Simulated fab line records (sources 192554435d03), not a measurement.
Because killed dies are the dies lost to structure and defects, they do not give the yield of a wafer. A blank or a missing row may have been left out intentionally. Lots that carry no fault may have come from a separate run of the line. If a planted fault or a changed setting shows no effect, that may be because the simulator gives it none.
Split-lot study + flow n5_finfet + route with 1938 steps; 7 lots, 39 wafers read

== THE SPLIT ==
At N5_DUMMY_GATE_EXPOSE_12 (exposes mask GATE, target cd 25 nm), the setting dose_mj was moved away from the recipe's 34 on 18 of the 39 wafers read, by -3.4% to +7.9%. All remaining wafers had this setting at the recipe value.

== FROM THE SPLIT TO THE READING: what the file shows between them, 2 steps ==
- N5_DUMMY_GATE_PEB_13: peb time 60 s
- N5_DUMMY_GATE_DEVELOP_14: develop time 30 s

== THE READING ==
At N5_DUMMY_GATE_CD_MEAS_15: cd_nm in nanometres, against a target cd of 25.8 nm. Fault-free wafers of this fab line usually give 25.05 nm, standard deviation 0.23 nm.

| wafer  | tool, chamber at the split | dose_mj as run | against the recipe | cd_nm, nm | against lot-mates on the recipe |
|--------|----------------------------|----------------|--------------------|-----------|---------------------------------|
| L077.1 | euv_scanner-02, 0          | 36.29          | +6.7%              | 23.87     | -1.17                           |
| L077.2 | euv_scanner-02, 0          | 36.29          | +6.7%              | 23.87     | -1.17                           |
| L077.3 | euv_scanner-02, 0          | 34             | recipe             | 25.06     | -                               |
| L077.4 | euv_scanner-02, 0          | 36.29          | +6.7%              | 23.99     | -1.05                           |
| L077.5 | euv_scanner-02, 0          | 34             | recipe             | 24.89     | -                               |
| L077.6 | euv_scanner-02, 0          | 34             | recipe             | 25.17     | -                               |
| L080.1 | euv_scanner-01, 0          | 34.99          | +2.9%              | 24.28     | -0.79                           |
| L080.2 | euv_scanner-01, 0          | 34             | recipe             | 24.78     | -                               |
| L080.3 | euv_scanner-01, 0          | 34             | recipe             | 25.19     | -                               |
| L080.4 | euv_scanner-01, 0          | 34.99          | +2.9%              | 24.56     | -0.51                           |
| L080.5 | euv_scanner-01, 0          | 34.99          | +2.9%              | 24.20     | -0.87                           |
| L080.6 | euv_scanner-01, 0          | 34             | recipe             | 25.25     | -                               |
| L081.1 | euv_scanner-01, 0          | 34             | recipe             | 25.39     | -                               |
| L081.2 | euv_scanner-01, 0          | 36.67          | +7.9%              | 23.74     | -1.26                           |
| L081.3 | euv_scanner-01, 0          | 36.67          | +7.9%              | 23.75     | -1.25                           |
| L081.4 | euv_scanner-01, 0          | 36.67          | +7.9%              | 23.57     | -1.43                           |
| L081.5 | euv_scanner-01, 0          | 34             | recipe             | 24.72     | -                               |
| L081.6 | euv_scanner-01, 0          | 34             | recipe             | 24.89     | -                               |
| L088.2 | euv_scanner-02, 0          | 34             | recipe             | 25.14     | -                               |
| L088.3 | euv_scanner-02, 0          | 34             | recipe             | 24.79     | -                               |
| L088.5 | euv_scanner-02, 0          | 34             | recipe             | 24.99     | -                               |
| L092.1 | euv_scanner-01, 0          | 34             | recipe             | 25.09     | -                               |
| L092.2 | euv_scanner-01, 0          | 33.16          | -2.5%              | 25.59     | +0.58                           |
| L092.3 | euv_scanner-01, 0          | 33.16          | -2.5%              | 25.03     | +0.02                           |
| L092.4 | euv_scanner-01, 0          | 33.16          | -2.5%              | 25.58     | +0.57                           |
| L092.5 | euv_scanner-01, 0          | 34             | recipe             | 24.89     | -                               |
| L092.6 | euv_scanner-01, 0          | 34             | recipe             | 25.06     | -                               |
| L094.1 | euv_scanner-01, 0          | 34             | recipe             | 25.17     | -                               |
| L094.2 | euv_scanner-01, 0          | 34             | recipe             | 25.03     | -                               |
| L094.3 | euv_scanner-01, 0          | 32.83          | -3.4%              | 26.02     | +1.00                           |
| L094.4 | euv_scanner-01, 0          | 34             | recipe             | 24.85     | -                               |
| L094.5 | euv_scanner-01, 0          | 32.83          | -3.4%              | 25.63     | +0.61                           |
| L094.6 | euv_scanner-01, 0          | 32.83          | -3.4%              | 25.73     | +0.71                           |
| L096.1 | euv_scanner-02, 0          | 34             | recipe             | 25.33     | -                               |
| L096.2 | euv_scanner-02, 0          | 35.86          | +5.5%              | 23.96     | -1.09                           |
| L096.3 | euv_scanner-02, 0          | 34             | recipe             | 24.85     | -                               |
| L096.4 | euv_scanner-02, 0          | 35.86          | +5.5%              | 23.84     | -1.21                           |
| L096.5 | euv_scanner-02, 0          | 35.86          | +5.5%              | 24.04     | -1.01                           |
| L096.6 | euv_scanner-02, 0          | 34             | recipe             | 24.98     | -                               |

FIT RESULTS
A straight line over all 39 wafers: cd_nm changes by -0.18 nm for each +1% of dose_mj; r = -0.96; the points scatter about the line by 0.19 nm.
The same after taking each lot's own level away (the mean of its wafers on the recipe; 39 wafers): -0.182 nm for each +1%; r = -0.95; scatter 0.19 nm.
According to that fit, moving dose_mj by its largest amount changes the reading by 1.4 nm.
The lots' own levels span 24.973 to 25.073 nm, that is 0.4 times the standard deviation above.
Hence the lot-to-lot level has little effect on the slope; both slopes agree.
Check: -1.45 nm against its lot-mates is what the line predicts for one of the wafers moved furthest among these (+7.9%) when that wafer is left out of the fit. It came out at -1.26 nm against them.

== FURTHER SPLITS ON THESE WAFERS ==
These wafers also went through other splits before the reading. Each is held against what the fit with the lots' levels taken away leaves over:
| other split on the same wafers               | wafers away from the commonest value | r with cd_nm (lot level and that fit taken away) |
|----------------------------------------------|--------------------------------------|--------------------------------------------------|
| N5_PMOS_HMC_CHANNEL_EPI_FIN_RECESS_16 time_s | 9                                    | +0.14                                            |

== THE WHOLE CHAIN: every reading that the file lists as answering this split, in the file's order ==
| step                     | what it does                             | reading                                                           | change (the file's fit)               | r (the file's) |
|--------------------------|------------------------------------------|-------------------------------------------------------------------|---------------------------------------|----------------|
| N5_DUMMY_GATE_CD_MEAS_15 | target cd 25.8 nm                        | cd_nm                                                             | -0.182 nm for each +1% of the setting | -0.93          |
| N5_DUMMY_GATE_TRIM_49    | chemistry O2, time 29 s, target cd 14 nm | DUMMY_GATE.cd_nm (the simulator's own value, which no gauge read) | -0.168 nm for each +1% of the setting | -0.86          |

== FILE'S OWN FIT ==
cd_nm changes by -0.182 nm for each +1% of dose_mj, r = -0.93.
